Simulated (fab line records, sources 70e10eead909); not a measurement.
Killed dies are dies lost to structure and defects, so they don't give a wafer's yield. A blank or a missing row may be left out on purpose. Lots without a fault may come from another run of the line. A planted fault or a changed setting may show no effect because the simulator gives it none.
A struck lot beside a sound one | flow nand_harc | 44 steps out of a route of 1159
Sound: wafers L965.1, L965.4, L965.5. Struck: wafers L981.2, L981.5. (L981.4 of the same lot was not struck and is left out.) The cause comes at the end.
At each step with rows: each side's tool, then ch and its chambers, then its first start. Under that, the readings that differ: sound wafers | struck wafers | difference of the means | sigmas: that difference in standard deviations of wafers without a fault.
alike: readings whose means differ by less than 2 such deviations, and words and numbers that are the same on both sides. not compared: withheld readings, readings that some wafer has no value for, bounds like >300 that may hide the same value, and numbers for which the record gives no deviation and whose values overlap.
The two part at a step that has a row with sigmas, a row that says differs or no value, or rows on one side only. Numbers that don't overlap but have no deviation are shown without sigmas and don't part them. A reading that every wafer of one side lacks parts them only if that side has two wafers or more.

first, 7 steps without rows for these wafers: NHARC_P_GATE_HMDS_39 (time 30 s); NHARC_P_GATE_COAT_40; NHARC_P_GATE_SOFTBAKE_41 (time 95 s); NHARC_P_GATE_EBR_42; NHARC_P_GATE_EXPOSE_43 (exposes mask P NSD, target cd 720 nm); NHARC_P_GATE_PEB_44 (peb time 85 s); NHARC_P_GATE_DEVELOP_45 (time 70 s).
NHARC_P_GATE_CD_MEAS_46: target cd 720 nm.
  sound on cd_sem-02 ch 0, day 6 13:14; struck on cd_sem-03 ch 0, day 10 07:55
  alike: cd_nm
then, 1 step without rows for these wafers: NHARC_P_GATE_HARDBAKE_47 (time 80 s).
NHARC_P_GATE_DESCUM_48: chemistry O2, time 3 s.
  sound on rie_diel-11 ch 0,2,3, day 6 13:25; struck on rie_diel-12 ch 2, day 10 08:04
  reading                     | sound       | struck  | difference | sigmas
  drypump_motor_current_A (A) | 6.1 6.6 5.7 | 5.3 5.3 | -0.8       | -2
  alike: o2_flow_sccm, oes_product_au, rf_vpp_V, showerhead_plenum_p_Torr, throttle_valve_pct
  not compared: rf_hours_counter_h
then, 1 step without rows for these wafers: NHARC_P_GATE_IMPLANT_49.
NHARC_P_GATE_STRIP_111: strips in N2/H2, time 250 s.
  sound on plasma_asher-01 ch 1, day 6 14:01; struck on plasma_asher-02 ch 1, day 10 08:26
  alike: drypump_motor_current_A, heater_power_w
  not compared: rf_hours_counter_h
NHARC_P_GATE_STRIP_75: strips in O2.
  sound on plasma_asher-01 ch 1, day 6 14:17; struck on plasma_asher-02 ch 1, day 10 08:44
  alike: drypump_motor_current_A, heater_power_w
  not compared: rf_hours_counter_h
then, 9 steps without rows for these wafers: NHARC_P_GATE_STRIP_50 (strips in SPM, time 900 s); NHARC_P_GATE_DEHYDRATE_51 (time 120 s); NHARC_P_GATE_HMDS_52 (time 30 s); NHARC_P_GATE_COAT_53; NHARC_P_GATE_SOFTBAKE_54 (time 95 s); NHARC_P_GATE_EBR_55; NHARC_P_GATE_EXPOSE_56 (exposes mask P PSD, target cd 720 nm); NHARC_P_GATE_PEB_57 (peb time 85 s); NHARC_P_GATE_DEVELOP_58 (time 70 s).
NHARC_P_GATE_CD_MEAS_59: target cd 720 nm.
  sound on cd_sem-02 ch 0, day 6 15:12; struck on cd_sem-02 ch 0, day 10 09:40
  alike: cd_nm
then, 3 steps without rows for these wafers: NHARC_P_GATE_HARDBAKE_60 (time 80 s); NHARC_P_GATE_DESCUM_61 (chemistry O2, time 3 s); NHARC_P_GATE_IMPLANT_62.
NHARC_P_GATE_STRIP_112: strips in N2/H2, time 200 s.
  sound on plasma_asher-02 ch 0,1, day 6 15:53; struck on plasma_asher-02 ch 0,1, day 10 10:14
  alike: drypump_motor_current_A, heater_power_w
  not compared: rf_hours_counter_h
then, 10 steps without rows for these wafers: NHARC_P_GATE_STRIP_76 (strips in O2); NHARC_P_GATE_STRIP_63 (strips in SPM, time 900 s); NHARC_P_GATE_DEHYDRATE_83 (time 120 s); NHARC_P_GATE_HMDS_84 (time 30 s); NHARC_P_GATE_COAT_85; NHARC_P_GATE_SOFTBAKE_86 (time 95 s); NHARC_P_GATE_EBR_87; NHARC_P_GATE_EXPOSE_88 (exposes mask P HVN, target cd 2000 nm); NHARC_P_GATE_PEB_89 (peb time 85 s); NHARC_P_GATE_DEVELOP_90 (time 70 s).
NHARC_P_GATE_CD_MEAS_91: target cd 2000 nm.
  sound on cd_sem-02 ch 0, day 6 17:07; struck on cd_sem-03 ch 0, day 10 11:14
  alike: cd_nm
then, 1 step without rows for these wafers: NHARC_P_GATE_HARDBAKE_92 (time 80 s).
NHARC_P_GATE_DESCUM_93: chemistry O2, time 3 s.
  sound on rie_diel-03 ch 0,1, day 6 17:17; struck on rie_diel-03 ch 1,3, day 10 11:24
  alike: drypump_motor_current_A, o2_flow_sccm, oes_product_au, rf_vpp_V, showerhead_plenum_p_Torr, throttle_valve_pct
  not compared: rf_hours_counter_h
then, 1 step without rows for these wafers: NHARC_P_GATE_IMPLANT_94.
NHARC_P_GATE_STRIP_113: strips in N2/H2, time 740 s.
  sound on plasma_asher-01 ch 0,1, day 6 17:40; struck on plasma_asher-02 ch 1, day 10 11:46
  alike: drypump_motor_current_A, heater_power_w
  not compared: rf_hours_counter_h
NHARC_P_GATE_INSPECT_68:
  sound on defect_inspect-01, day 6 20:14; struck on defect_inspect-01, day 10 14:22
  reading          | sound       | struck  | difference | sigmas
  raw_defect_count | 190 188 238 | 698 628 | +458       | +6
-- the record jumps here: 14 days lie between the struck wafers' starts before and after (it left off in module P_GATE and takes up again in module END, whose first step shown is number 1159 of the route) --
NHARC_END_SORT_01:
  the record has rows for the struck wafers here (prober-01 ch 0, day 24 22:01) and none for the sound ones

WHERE THEY PART
First at NHARC_P_GATE_DESCUM_48; last, within this record, at NHARC_END_SORT_01.

WHY: what the simulator had put in
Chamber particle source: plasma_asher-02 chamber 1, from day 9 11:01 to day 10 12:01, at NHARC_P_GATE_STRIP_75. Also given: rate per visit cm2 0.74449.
